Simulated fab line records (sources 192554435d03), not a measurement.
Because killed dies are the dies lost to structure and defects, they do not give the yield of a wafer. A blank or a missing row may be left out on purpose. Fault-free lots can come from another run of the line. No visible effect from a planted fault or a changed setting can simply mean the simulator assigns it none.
fab line records	flow n5-finfet
[record] lots = 7	wafers = 39
route steps=1938 shown FIN_SAQP@100 SPACER0@260 SD_EPI_N@262 SD_EPI_P@312 BEOL_M0_SAQP@638
start-h: the number of hours between the record's first day and the start of the first shown wafer of the lot	wait-h: time in hours since the lot's previous step	" as in the row above	L1.1+2: one row covering several wafers at once	- value missing, or start not given	* or withheld: withheld	< > ~ a bound
route shown NAME@n: NAME is a module with steps in the file, n the number in the route of the first one	usual: mean/standard deviation of fault-free wafers	same: alike in all rows	chamber/n: place in a boat	sites: each site's reading	_std_site: the values' standard deviation	_edge_site: the outer-site mean with the inner-site mean subtracted	radius-mm: for every site, how far away it sits from the centre of the wafer	mask NAME#n: copy n	behind: tool/chamber where the wafer was last shaped	hold: why the lot went on hold/how many hours it stayed there/how the hold came to an end	device: the transistor (n, p or np) that didn't switch	end of line: the route-end tests of the same wafers	a step given without rows: its recipe and nothing more	killed: not the wafer's yield, but the dies lost to structure and defects at the first sort	map: the dies of a wafer, with x for killed, . for not killed, _ for no die there
set.NAME: setting as actually run; set.NAME@STEP: the setting as run at that earlier step	model.NAME: the simulator's own value behind a step, which no gauge read
lots with deliberately changed settings; one table per step, one row per wafer
[[steps]]
[step N5_FIN_SAQP_PECVD_06]
[recipe] material = a-Si	target-thk-a = 600	temp-c = 400	precursor = SiH4/He	pressure-torr = 3	rf-w = 100	time-s = 48.1
lot.wafer	tool	chamber	start-h	wait-h	set.time-s	model.a-Si_of_FIN_SAQP_PECVD_06.thk-nm
L076.1	pecvd-03	1	32.77	0.0	48.1	60.21
L076.2	"	2	"	"	48.1	60.85
L076.3	"	0	"	"	61.58	76.58
L076.4	"	1	"	"	61.58	77.84
L076.5	"	2	"	"	48.1	61.5
L076.6	"	0	"	"	61.58	78.15
L078.1	pecvd-01	0	45.81	0.0	72.67	90.78
L078.2	"	1	"	"	72.67	90.97
L078.3	"	2	"	"	72.67	91.85
L078.4	"	1	"	"	48.1	62
L078.5	"	2	"	"	48.1	61.72
L078.6	"	0	"	"	48.1	60.48
L081.1	pecvd-01	1	63.64	0.0	48.1	59.89
L081.2	"	0	"	"	48.1	58.61
L081.3	"	2	"	"	48.1	59.55
L081.4	"	2	"	"	48.1	60.58
L081.5	"	0	"	"	48.1	60.29
L081.6	"	1	"	"	48.1	59.73
L084.1	pecvd-04	0	80.73	0.0	48.1	57.86
L084.2	"	1	"	"	48.1	59.25
L084.3	"	2	"	"	48.1	60.25
L084.4	"	2	"	"	48.1	60.36
L084.5	"	1	"	"	48.1	60.33
L084.6	"	0	"	"	48.1	58.95
L089.1	pecvd-03	2	111.33	0.0	34.16	42.46
L089.2	"	1	"	"	48.1	59.74
L089.3	"	0	"	"	34.16	41.83
L089.4	"	0	"	"	48.1	59.68
L089.5	"	1	"	"	34.16	43.15
L089.6	"	2	"	"	48.1	61.4
L091.1	pecvd-01	1	123.12	0.0	48.1	59.78
L091.2	"	2	"	"	48.1	60.21
L091.3	"	0	"	"	48.1	59.43
L091.4	"	0	"	"	40.22	50.23
L091.5	"	2	"	"	40.22	51.4
L091.6	"	1	"	"	40.22	50.93
L092.1	pecvd-03	0	129.71	0.0	48.1	60.09
L092.2	"	1	"	"	48.1	60.2
L092.6	"	0	"	"	48.1	60.78
[step N5_FIN_SAQP_THK_MEAS_07]
[usual] thk-nm = 60.0/0.86
lot.wafer	tool	chamber	start-h	wait-h	set.time-s@FIN_SAQP_PECVD_06	thk-nm
L076.1	film-metro-02	-	32.85	0.1	48.1	60.2
L076.2	"	-	"	"	48.1	60.8
L076.3	"	-	"	"	61.58	76.6
L076.4	"	-	"	"	61.58	77.9
L076.5	"	-	"	"	48.1	61.5
L076.6	"	-	"	"	61.58	78.1
L078.1	film-metro-01	-	45.90	0.1	72.67	90.9
L078.2	"	-	"	"	72.67	91.0
L078.3	"	-	"	"	72.67	91.9
L078.4	"	-	"	"	48.1	62.0
L078.5	"	-	"	"	48.1	61.7
L078.6	"	-	"	"	48.1	60.5
L081.1	film-metro-02	-	63.73	0.1	48.1	59.9
L081.2	"	-	"	"	48.1	58.6
L081.3	"	-	"	"	48.1	59.6
L081.4	"	-	"	"	48.1	60.6
L081.5	"	-	"	"	48.1	60.3
L081.6	"	-	"	"	48.1	59.7
L084.1	film-metro-02	-	80.82	0.1	48.1	57.9
L084.2	"	-	"	"	48.1	59.2
L084.3	"	-	"	"	48.1	60.3
L084.4	"	-	"	"	48.1	60.4
L084.5	"	-	"	"	48.1	60.3
L084.6	"	-	"	"	48.1	58.9
L089.1	film-metro-02	-	111.42	0.1	34.16	42.4
L089.2	"	-	"	"	48.1	59.8
L089.3	"	-	"	"	34.16	41.8
L089.4	"	-	"	"	48.1	59.7
L089.5	"	-	"	"	34.16	43.1
L089.6	"	-	"	"	48.1	61.4
L091.1	film-metro-02	-	123.21	0.1	48.1	59.8
L091.2	"	-	"	"	48.1	60.2
L091.3	"	-	"	"	48.1	59.5
L091.4	"	-	"	"	40.22	50.3
L091.5	"	-	"	"	40.22	51.4
L091.6	"	-	"	"	40.22	51.0
L092.1	film-metro-01	-	129.80	0.1	48.1	60.1
L092.2	"	-	"	"	48.1	60.2
L092.6	"	-	"	"	48.1	60.8
[step N5_FIN_SAQP_HM_DEP_72]
[recipe] material = SiO2	target-thk-a = 120	temp-c = 400	precursor = SiH4/N2O	pressure-torr = 0.75	rf-w = 275	time-s = 7.2
[step N5_FIN_SAQP_COAT_49]
[recipe] resist = SOC	temp-c = 250	time-s = 60	spin-rpm = 1500	resist-thk-nm = 100
[step N5_FIN_SAQP_HM_OPEN_73]
[recipe] chemistry = CHF3/O2	target = SiO2	stop-on = a-Si	target-depth-a = 120	over-etch-frac = 1.8	mask-material = SOC	time-s = 16.8	pressure-mtorr = 30	source-w = 650	bias-w = 170	Ar_flow_sccm = 200	CHF3_flow_sccm = 50	O2_flow_sccm = 5	ion-energy-ev = 200	ends = end-point
[step N5_FIN_SAQP_STRIP_74]
[recipe] chemistry = CHF3/O2	resist = SiARC	rf-frequency-hz = 6e+07
[step N5_FIN_SAQP_MANDREL_ETCH_22]
[recipe] target-depth-a = 600	chemistry = HBr/Cl2	target = a-Si	stop-on = SiNx	bt-time-s = 10	over-etch-frac = 0.5	time-s = 30	pressure-mtorr = 10	icp-w = 800	bias-w = 75	HBr_flow_sccm = 150	Cl2_flow_sccm = 80	ends = end-point
[usual] oes-product-au = 0.766/0.012
lot.wafer	tool	chamber	start-h	wait-h	set.time-s@FIN_SAQP_PECVD_06	oes-product-au	model.etch.depth-nm
L076.1	rie-si-03	1	33.83	0.0	48.1	0.759	60.21
L076.2	"	3	"	"	48.1	0.763	60.85
L076.3	"	2	"	"	61.58	0.915	76.58
L076.4	"	0	"	"	61.58	0.884	77.84
L076.5	"	0	"	"	48.1	0.773	61.5
L076.6	"	3	"	"	61.58	0.898	78.15
L078.1	rie-si-05	3	47.02	0.0	72.67	0.993	89.61
L078.2	"	1	"	"	72.67	0.975	89.87
L078.3	"	2	"	"	72.67	0.997	89.04
L078.4	"	0	"	"	48.1	0.784	62
L078.5	"	2	"	"	48.1	0.784	61.72
L078.6	"	1	"	"	48.1	0.772	60.48
L081.1	rie-si-03	3	64.60	0.0	48.1	0.766	59.74
L081.2	"	2	"	"	48.1	0.772	58.61
L081.3	"	1	"	"	48.1	0.751	59.55
L081.4	"	0	"	"	48.1	0.760	60.58
L081.5	"	0	"	"	48.1	0.757	60.29
L081.6	"	1	"	"	48.1	0.753	59.73
L084.1	rie-si-05	0	81.68	0.0	48.1	0.758	57.86
L084.2	"	3	"	"	48.1	0.774	59.25
L084.3	"	1	"	"	48.1	0.768	60.25
L084.4	"	2	"	"	48.1	0.774	60.32
L084.5	"	2	"	"	48.1	0.768	60.33
L084.6	"	1	"	"	48.1	0.761	58.95
L089.1	rie-si-05	2	112.16	0.0	34.16	0.633	42.46
L089.2	"	0	"	"	48.1	0.773	59.74
L089.3	"	1	"	"	34.16	0.628	41.83
L089.4	"	3	"	"	48.1	0.772	59.68
L089.5	"	0	"	"	34.16	0.631	43.15
L089.6	"	3	"	"	48.1	0.775	61.4
L091.1	rie-si-05	3	124.30	0.0	48.1	0.776	59.78
L091.2	"	0	"	"	48.1	0.770	60.21
L091.3	"	1	"	"	48.1	0.762	59.43
L091.4	"	2	"	"	40.22	0.697	50.23
L091.5	"	0	"	"	40.22	0.704	51.4
L091.6	"	3	"	"	40.22	0.700	50.93
L092.1	rie-si-03	2	130.67	0.0	48.1	0.797	60.09
L092.2	"	0	"	"	48.1	0.754	60.2
L092.6	"	2	"	"	48.1	0.793	60.63
[step N5_SPACER0_ALD_08]
[recipe] material = SiNx	target-thk-a = 20	temp-c = 400	ald-precursor-family = SiH2I2	ald-co-reactant = N2/H2-plasma	pressure-torr = 2
lot.wafer	tool	chamber	start-h	wait-h	set.target-thk-a	model.SiNx_of_SPACER0_ALD_08.thk-nm
L076.1+2+3+4+5+6	ald-sin-04	3,0,1,2,1,2	64.02	0.1	20	2
L078.1+2+6	ald-sin-01	3,0,1	72.47	0.1	20	2
L078.3+4+5	"	1,2,2	"	"	16.87	1.6
L081.1+5+6	ald-sin-02	2,2,1	94.67	0.1	27.75	2.8
L081.2+3+4	"	1,0,3	"	"	20	2
L084.1+2+3+4+5+6	ald-sin-01	2,3,1,0,3,2	110.49	0.1	20	2
L089.1+4+6	ald-sin-04	3,0,2	138.25	0.1	23.85	2.4
L089.2+3+5	"	2,1,3	"	"	20	2
L091.1+2+3+4+5+6	ald-sin-02	3,2,0,1,2,1	148.65	0.1	20	2
L092.1+2+6	ald-sin-04	3,0,3	162.38	0.1	20	2
[step N5_SD_EPI_N_COAT_32]
[recipe] resist = SOC	temp-c = 250	time-s = 60	spin-rpm = 1500	resist-thk-nm = 350
[step N5_SD_EPI_N_SD_RECESS_17]
[recipe] chemistry = HBr/Cl2/O2	target-depth-a = 410	mask-material = SOC	time-s = 23.7	bt-time-s = 3	pressure-mtorr = 10	icp-w = 800	bias-w = 112	HBr_flow_sccm = 150	Cl2_flow_sccm = 80	O2_flow_sccm = 12
[step N5_SD_EPI_N_STRIP_38]
[recipe] chemistry = N2/H2	power-w = 1000	temp-c = 250	h2-frac = 0.65	overash-fraction = 0.3	pressure-mtorr = withheld	n2-flow-sccm = 1750	h2-flow-sccm = 3250
[step N5_SD_EPI_N_WET_ETCH_43]
[recipe] chemistry = dHF	dilution = withheld	time-s = 14	target = SiO2	target-depth-a = 15	temp-c = 25
lot.wafer	tool	chamber	start-h	wait-h	set.target-thk-a@SPACER0_ALD_08	model.SiNx_of_SPACER0_ALD_08.thk-nm
L076.1+2+3+4+5+6	wet-bench-03	0,4,6,7,5,3	65.53	-	20	1.6
L078.1+2+6	wet-bench-06	6,2,3	73.99	-	20	1.6
L078.3+4+5	"	1,7,0	"	"	16.87	1.2
L081.1+5	wet-bench-06	3,6	96.18	-	27.75	2.4
L081.2+3+4	"	2,5,4	"	"	20	1.6
L081.6	"	7	"	"	27.75	2.2
L084.1+2+3+4+5+6	wet-bench-03	1,4,5,7,0,6	112.00	-	20	1.6
L089.1+4+6	wet-bench-03	7,6,3	139.64	-	23.85	2
L089.2+3+5	"	4,2,5	"	"	20	1.6
L091.1+2+3+4+5+6	wet-bench-06	7,2,4,1,0,3	150.15	-	20	1.6
L092.1+2+6	wet-bench-06	0,3,4	163.89	-	20	1.6
[step N5_SD_EPI_N_STRIP_18]
[recipe] chemistry = SPM	time-s = 750	temp-c = 130	h2so4-h2o2-vol-ratio = 4
[step N5_SD_EPI_N_SRD_20]
[recipe] dry = ipa-marangoni	do-ppb = 5	time-s = 30	temp-c = 23	rinse-liquid = diw
[step N5_SD_EPI_N_PRECLEAN_48]
[recipe] chemistry = NF3:NH3	afs-cycles = 2	temp-c = 30	time-s = 20	sublimation-temp-c = 180	sublimation-time-s = 60	pressure-torr = 3	rf-power-w = 30
lot.wafer	tool	chamber	start-h	wait-h	set.target-thk-a@SPACER0_ALD_08	model.SiNx_of_SPACER0_ALD_08.thk-nm
L076.1+2+6	epi-rpcvd-02	0	65.81	0.0	20	1.4
L076.3+4+5	"	0	"	"	20	1.2
L078.1+2+6	epi-rpcvd-01	0	74.27	0.0	20	1.2
L078.3+4+5	"	0	"	"	16.87	1
L081.1+5+6	epi-rpcvd-02	0	96.44	0.0	27.75	2
L081.2+3	"	0	"	"	20	1.2
L081.4	"	0	"	"	20	1.4
L084.1+2+3+5+6	epi-rpcvd-02	0	112.27	0.0	20	1.4
L084.4	"	0	"	"	20	1.2
L089.1+4+6	epi-rpcvd-03	0	139.90	0.0	23.85	1.6
L089.2+5	"	0	"	"	20	1.4
L089.3	"	0	"	"	20	1.2
L091.1+2+5	epi-rpcvd-01	0	150.41	0.0	20	1.4
L091.3+4+6	"	0	"	"	20	1.2
L092.1+2+6	epi-rpcvd-02	0	164.15	0.0	20	1.4
[step N5_SD_EPI_N_VAPOR_ETCH_50]
[recipe] chemistry = HCl	target = Si	temp-c = 775	time-s = 54	pressure-torr = 20	mode = isotropic
[step N5_SD_EPI_N_EPI_21]
[recipe] material = Si:P	dopant = P	temp-c = 680	pressure-torr = 255	time-s = 690
[step N5_SD_EPI_N_PRECLEAN_24]
[recipe] chemistry = O3/DIW	time-s = 60	temp-c = 22	o3-ppm = 10
[step N5_SD_EPI_N_SRD_25]
[recipe] time-s = 30	temp-c = 23	rinse-liquid = diw	dry = ipa-marangoni
[step N5_SD_EPI_N_PRECLEAN_49]
[recipe] chemistry = NF3:NH3	afs-cycles = 1	temp-c = 30	time-s = 20	sublimation-temp-c = 180	sublimation-time-s = 60	pressure-torr = 3	rf-power-w = 30
lot.wafer	tool	chamber	start-h	wait-h	set.target-thk-a@SPACER0_ALD_08	model.SiNx_of_SPACER0_ALD_08.thk-nm
L076.1+6	remote-plasma-01	1	68.18	0.0	20	1.2
L076.2+3+4+5	"	1	"	"	20	1
L078.1+2+6	remote-plasma-02	1	76.63	0.0	20	1
L078.3+4+5	"	1	"	"	16.87	0.8
L081.1+5+6	remote-plasma-01	0	98.80	0.0	27.75	1.8
L081.2+3+4	"	0	"	"	20	1
L084.1+2+3+5+6	remote-plasma-01	0	114.65	0.0	20	1.2
L084.4	"	0	"	"	20	1
L089.1+4+6	remote-plasma-02	0	143.00	0.0	23.85	1.4
L089.2+5	"	0	"	"	20	1.2
L089.3	"	0	"	"	20	1
L091.1+3+4+6	remote-plasma-01	1	152.85	0.0	20	1
L091.2+5	"	1	"	"	20	1.2
L092.1+2+6	remote-plasma-01	0	166.53	0.0	20	1.2
[step N5_SD_EPI_P_ETCH_16]
[recipe] chemistry = CHF3/O2	target = SiO2	target-depth-a = 50	mask-material = SOC	pressure-mtorr = 30	source-w = 650	bias-w = 170	Ar_flow_sccm = 200	CHF3_flow_sccm = 50	O2_flow_sccm = 5	ion-energy-ev = 200
lot.wafer	tool	chamber	start-h	wait-h	set.target-depth-a	model.etch.depth-nm
L076.1	rie-diel-06	1	71.33	0.1	50	5.018
L076.2	"	3	"	"	50	5.092
L076.3	"	0	"	"	50	5.042
L076.4	"	2	"	"	50	5.088
L076.5	"	0	"	"	50	5.129
L076.6	"	1	"	"	50	5.009
L078.1	rie-diel-03	3	78.13	0.1	50	5.056
L078.2	"	0	"	"	50	5.018
L078.3	"	1	"	"	50	4.965
L078.4	"	2	"	"	50	4.854
L078.5	"	1	"	"	50	4.931
L078.6	"	0	"	"	50	4.989
L081.1	rie-diel-06	2	100.62	0.1	79.24	7.963
L081.2	"	0	"	"	79.24	7.98
L081.3	"	3	"	"	50	5.063
L081.4	"	1	"	"	79.24	7.895
L081.5	"	0	"	"	50	5.037
L081.6	"	1	"	"	50	4.995
L084.1	rie-diel-03	2	116.21	0.1	50	4.823
L084.2	"	0	"	"	50	4.918
L084.3	"	3	"	"	66.74	6.708
L084.4	"	1	"	"	66.74	6.474
L084.5	"	2	"	"	66.74	6.366
L084.6	"	1	"	"	50	4.843
L089.1	rie-diel-06	3	144.93	0.1	61.12	6.321
L089.2	"	2	"	"	61.12	6.158
L089.3	"	0	"	"	61.12	6.196
L089.4	"	1	"	"	50	5.022
L089.5	"	0	"	"	50	5.067
L089.6	"	1	"	"	50	5
L091.1	rie-diel-03	3	154.62	0.1	50	5.078
L091.2	"	0	"	"	50	4.946
L091.3	"	2	"	"	50	4.876
L091.4	"	0	"	"	50	4.912
L091.5	"	3	"	"	50	5.066
L091.6	"	2	"	"	50	4.915
L092.1	rie-diel-01	3	168.38	0.1	50	5.045
L092.2	"	2	"	"	50	4.885
L092.6	"	0	"	"	50	4.876
[step N5_BEOL_M0_SAQP_PECVD_04]
[recipe] material = a-Si	target-thk-a = 600	temp-c = 350	precursor = SiH4/He	pressure-torr = 3	rf-w = 100	time-s = 60.2
lot.wafer	tool	chamber	start-h	wait-h	set.time-s	model.a-Si_of_BEOL_M0_SAQP_PECVD_04.thk-nm
L076.1+3	pecvd-02	1,0	120.14	0.0	60.2	59.8
L076.2	"	2	"	"	80.59	79.4
L076.4	"	1	"	"	80.59	81
L076.5	"	0	"	"	80.59	81.2
L076.6	"	2	"	"	60.2	59.4
L078.1	pecvd-01	2	135.03	0.0	60.2	59.8
L078.2	"	0	"	"	60.2	61
L078.3	"	1	"	"	60.2	60.2
L078.4	"	0	"	"	60.2	61.8
L078.5	"	2	"	"	60.2	60.6
L078.6	"	1	"	"	60.2	60.8
L081.1	pecvd-04	0	149.98	0.0	78.08	77.4
L081.2+5	"	2	"	"	78.08	77.8
L081.3	"	1	"	"	60.2	59.2
L081.4	"	1	"	"	60.2	59.6
L081.6	"	0	"	"	60.2	60.8
L084.1+6	pecvd-01	0,2	168.33	0.0	60.2	60
L084.2	"	2	"	"	72.94	72
L084.3	"	1	"	"	72.94	71
L084.4	"	1	"	"	72.94	72.6
L084.5	"	0	"	"	60.2	61
L089.1	pecvd-02	1	197.56	0.0	60.2	59.2
L089.2	"	0	"	"	60.2	58
L089.3	"	2	"	"	60.2	57.6
L089.4	"	1	"	"	60.2	60.6
L089.5	"	2	"	"	60.2	59.4
L089.6	"	0	"	"	60.2	59.6
L091.1	pecvd-04	1	207.01	0.0	60.2	58.2
L091.2	"	0	"	"	60.2	59.2
L091.3	"	2	"	"	60.2	59.8
L091.4	"	1	"	"	60.2	59
L091.5	"	0	"	"	60.2	60.4
L091.6	"	2	"	"	60.2	59.4
L092.1+2	pecvd-01	2,1	221.95	0.0	60.2	59
L092.6	"	2	"	"	60.2	59.2
[step N5_BEOL_M0_SAQP_THK_MEAS_05]
[usual] thk-nm = 59.9/0.89
lot.wafer	tool	chamber	start-h	wait-h	set.time-s@BEOL_M0_SAQP_PECVD_04	thk-nm
L076.1	film-metro-01	-	120.23	0.1	60.2	59.9
L076.2	"	-	"	"	80.59	79.4
L076.3	"	-	"	"	60.2	59.8
L076.4	"	-	"	"	80.59	81.1
L076.5	"	-	"	"	80.59	81.3
L076.6	"	-	"	"	60.2	59.5
L078.1	film-metro-02	-	135.12	0.1	60.2	59.7
L078.2	"	-	"	"	60.2	61.0
L078.3	"	-	"	"	60.2	60.1
L078.4	"	-	"	"	60.2	61.8
L078.5	"	-	"	"	60.2	60.5
L078.6	"	-	"	"	60.2	60.8
L081.1	film-metro-02	-	150.07	0.1	78.08	77.3
L081.2	"	-	"	"	78.08	77.7
L081.3	"	-	"	"	60.2	59.1
L081.4	"	-	"	"	60.2	59.6
L081.5	"	-	"	"	78.08	77.8
L081.6	"	-	"	"	60.2	60.7
L084.1	film-metro-02	-	168.42	0.1	60.2	59.9
L084.2	"	-	"	"	72.94	72.0
L084.3	"	-	"	"	72.94	71.0
L084.4	"	-	"	"	72.94	72.6
L084.5	"	-	"	"	60.2	61.0
L084.6	"	-	"	"	60.2	60.1
L089.1	film-metro-02	-	197.66	0.1	60.2	59.2
L089.2	"	-	"	"	60.2	58.0
L089.3	"	-	"	"	60.2	57.7
L089.4	"	-	"	"	60.2	60.6
L089.5	"	-	"	"	60.2	59.3
L089.6	"	-	"	"	60.2	59.6
L091.1	film-metro-02	-	207.11	0.1	60.2	58.2
L091.2	"	-	"	"	60.2	59.1
L091.3	"	-	"	"	60.2	59.8
L091.4	"	-	"	"	60.2	59.0
L091.5	"	-	"	"	60.2	60.3
L091.6	"	-	"	"	60.2	59.4
L092.1	film-metro-01	-	222.04	0.1	60.2	59.0
L092.2	"	-	"	"	60.2	59.0
L092.6	"	-	"	"	60.2	59.2
[step N5_BEOL_M0_SAQP_HM_DEP_111]
[recipe] material = SiO2	target-thk-a = 120	temp-c = 400	precursor = SiH4/N2O	pressure-torr = 0.75	rf-w = 275	time-s = 7.2
[step N5_BEOL_M0_SAQP_COAT_81]
[recipe] resist = SOC	temp-c = 250	time-s = 60	spin-rpm = 1500	resist-thk-nm = 100
[step N5_BEOL_M0_SAQP_HM_OPEN_112]
[recipe] chemistry = CHF3/O2	target = SiO2	stop-on = a-Si	target-depth-a = 120	over-etch-frac = 1.25	mask-material = SOC	time-s = 13.5	pressure-mtorr = 30	source-w = 650	bias-w = 170	Ar_flow_sccm = 200	CHF3_flow_sccm = 50	O2_flow_sccm = 5	ion-energy-ev = 200	ends = end-point
[step N5_BEOL_M0_SAQP_STRIP_113]
[recipe] chemistry = CHF3/O2	resist = SiARC	rf-frequency-hz = 6e+07
[step N5_BEOL_M0_SAQP_MANDREL_ETCH_20]
[recipe] target-depth-a = 600	chemistry = HBr/Cl2	target = a-Si	stop-on = SiNx	bt-time-s = 10	mask-material = SOC	over-etch-frac = 0.5	time-s = 30	pressure-mtorr = 10	icp-w = 800	bias-w = 75	HBr_flow_sccm = 150	Cl2_flow_sccm = 80	ends = end-point
[usual] oes-product-au = 0.767/0.014
lot.wafer	tool	chamber	start-h	wait-h	set.time-s@BEOL_M0_SAQP_PECVD_04	oes-product-au	model.etch.depth-nm
L076.1	rie-si-06	0	121.08	0.0	60.2	0.755	59.86
L076.2	"	2	"	"	80.59	0.934	79.38
L076.3	"	3	"	"	60.2	0.759	59.86
L076.4	"	1	"	"	80.59	0.932	81.05
L076.5	"	0	"	"	80.59	0.906	81.29
L076.6	"	1	"	"	60.2	0.776	59.45
L078.1	rie-si-01	3	135.97	0.0	60.2	0.770	59.66
L078.2	"	2	"	"	60.2	0.752	60.96
L078.3	"	0	"	"	60.2	0.780	60.14
L078.4	"	1	"	"	60.2	0.777	61.77
L078.5	"	0	"	"	60.2	0.775	60.48
L078.6	"	3	"	"	60.2	0.785	60.79
L081.1	rie-si-06	0	150.79	0.0	78.08	0.883	77.24
L081.2	"	1	"	"	78.08	0.908	77.7
L081.3	"	3	"	"	60.2	0.757	59.11
L081.4	"	2	"	"	60.2	0.782	59.59
L081.5	"	0	"	"	78.08	0.895	77.8
L081.6	"	1	"	"	60.2	0.777	60.71
L084.1	rie-si-04	0	169.28	0.0	60.2	0.768	59.91
L084.2	"	2	"	"	72.94	0.875	72.05
L084.3	"	1	"	"	72.94	0.838	70.96
L084.4	"	3	"	"	72.94	0.862	72.64
L084.5	"	2	"	"	60.2	0.790	60.99
L084.6	"	3	"	"	60.2	0.752	60.09
L089.1	rie-si-06	3	198.59	0.0	60.2	0.755	59.18
L089.2	"	0	"	"	60.2	0.744	57.96
L089.3	"	1	"	"	60.2	0.771	57.65
L089.4	"	2	"	"	60.2	0.789	60.59
L089.5	"	2	"	"	60.2	0.784	59.3
L089.6	"	1	"	"	60.2	0.780	59.64
L091.1	rie-si-04	2	208.09	0.0	60.2	0.771	58.2
L091.2	"	0	"	"	60.2	0.749	59.01
L091.3	"	3	"	"	60.2	0.756	59.69
L091.4	"	1	"	"	60.2	0.745	58.99
L091.5	"	3	"	"	60.2	0.762	60.23
L091.6	"	0	"	"	60.2	0.767	59.44
L092.1	rie-si-04	1	222.89	0.0	60.2	0.737	58.86
L092.2	"	2	"	"	60.2	0.765	59.02
L092.6	"	1	"	"	60.2	0.742	59.17
[[key]]
[split] step = N5_FIN_SAQP_PECVD_06	setting = time-s	stated = 48.1	by = wafer
[response] step = N5_FIN_SAQP_PECVD_06	reading = model.a-Si_of_FIN_SAQP_PECVD_06.thk-nm	change = +0.589	per = 1%	r = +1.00
[response] step = N5_FIN_SAQP_THK_MEAS_07	reading = thk-nm	change = *	per = 1%	r = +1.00
[response] step = N5_FIN_SAQP_MANDREL_ETCH_22	reading = oes-product-au	change = +0.00437	per = 1%	r = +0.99
[response] step = N5_FIN_SAQP_MANDREL_ETCH_22	reading = model.etch.depth-nm	change = +0.57	per = 1%	r = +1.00
[split] step = N5_SPACER0_ALD_08	setting = target-thk-a	stated = 20	by = wafer
[response] step = N5_SPACER0_ALD_08	reading = model.SiNx_of_SPACER0_ALD_08.thk-nm	change = +0.0212	per = 1%	r = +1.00
[response] step = N5_SD_EPI_N_WET_ETCH_43	reading = model.SiNx_of_SPACER0_ALD_08.thk-nm	change = +0.02	per = 1%	r = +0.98
[response] step = N5_SD_EPI_N_PRECLEAN_48	reading = model.SiNx_of_SPACER0_ALD_08.thk-nm	change = +0.0173	per = 1%	r = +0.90
[response] step = N5_SD_EPI_N_PRECLEAN_49	reading = model.SiNx_of_SPACER0_ALD_08.thk-nm	change = +0.0185	per = 1%	r = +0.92
[split] step = N5_SD_EPI_P_ETCH_16	setting = target-depth-a	stated = 50	by = wafer
[response] step = N5_SD_EPI_P_ETCH_16	reading = model.etch.depth-nm	change = +0.0501	per = 1%	r = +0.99
[split] step = N5_BEOL_M0_SAQP_PECVD_04	setting = time-s	stated = 60.2	by = wafer
[response] step = N5_BEOL_M0_SAQP_PECVD_04	reading = model.a-Si_of_BEOL_M0_SAQP_PECVD_04.thk-nm	change = +0.597	per = 1%	r = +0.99
[response] step = N5_BEOL_M0_SAQP_THK_MEAS_05	reading = thk-nm	change = *	per = 1%	r = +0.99
[response] step = N5_BEOL_M0_SAQP_MANDREL_ETCH_20	reading = oes-product-au	change = +0.00443	per = 1%	r = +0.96
[response] step = N5_BEOL_M0_SAQP_MANDREL_ETCH_20	reading = model.etch.depth-nm	change = +0.597	per = 1%	r = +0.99
